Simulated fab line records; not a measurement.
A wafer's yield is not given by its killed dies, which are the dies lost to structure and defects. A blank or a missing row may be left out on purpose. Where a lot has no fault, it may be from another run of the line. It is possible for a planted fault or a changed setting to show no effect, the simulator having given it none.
Matching of chambers ; flow n5Finfet ; aldSin-03 running N5_FIN_SAQP_ALD_61: 4 sister chambers
The step deposits SiO2, target thk 4 nm, pulse time 1 s, purge time 2 s. 8 wafers are shown with their chamber, then 7 later ones without.

== WAFERS, EACH WITH ITS CHAMBER ==
wafer;chamber;heaterPowerW (W);precursorPulseHeightRel
L078.6;1;462;0.982
L080.1;3;392;0.961
L081.2;0;440;0.988
L081.4;3;385;1.005
L084.4;2;464;1.006
L084.6;1;471;1.006
L085.3;2;462;0.986
L085.5;0;440;0.989

== WAFERS WITHOUT THEIR CHAMBER ==
wafer;heaterPowerW (W);precursorPulseHeightRel
L085.6;414;0.985
L088.1;438;1.031
L088.2;405;0.997
L088.4;471;0.973
L090.1;467;1.027
L090.2;458;1.032
L090.4;410;0.989

== WHICH CHAMBER EACH WENT THROUGH ==
wafer;from the rows above;in truth
L085.6;can't be placed: 3 or 0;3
L088.1;0;0
L088.2;3;3
L088.4;can't be placed: 1 or 2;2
L090.1;can't be placed: 1 or 2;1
L090.2;can't be placed: 2 or 1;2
L090.4;3;3
3 of 7 placed correctly. Unplaceable from these rows: 4, with the true chamber sitting among the candidates in 4. Placed wrongly: 0.
How it was worked out, from the rows above alone: a wafer's distance from a chamber is the root of the sum, over the readings, of the square of ((its reading less the chamber's mean) divided by the reading's scatter). The wafer belongs to the nearest chamber; if the next one is less than 2 further off, it can't be placed. The mean given for a chamber averages the wafers shown for that chamber. The scatter is the square root of a quotient: the sum, over the shown wafers, of each reading's squared deviation from its chamber's mean, divided by wafers minus chambers.
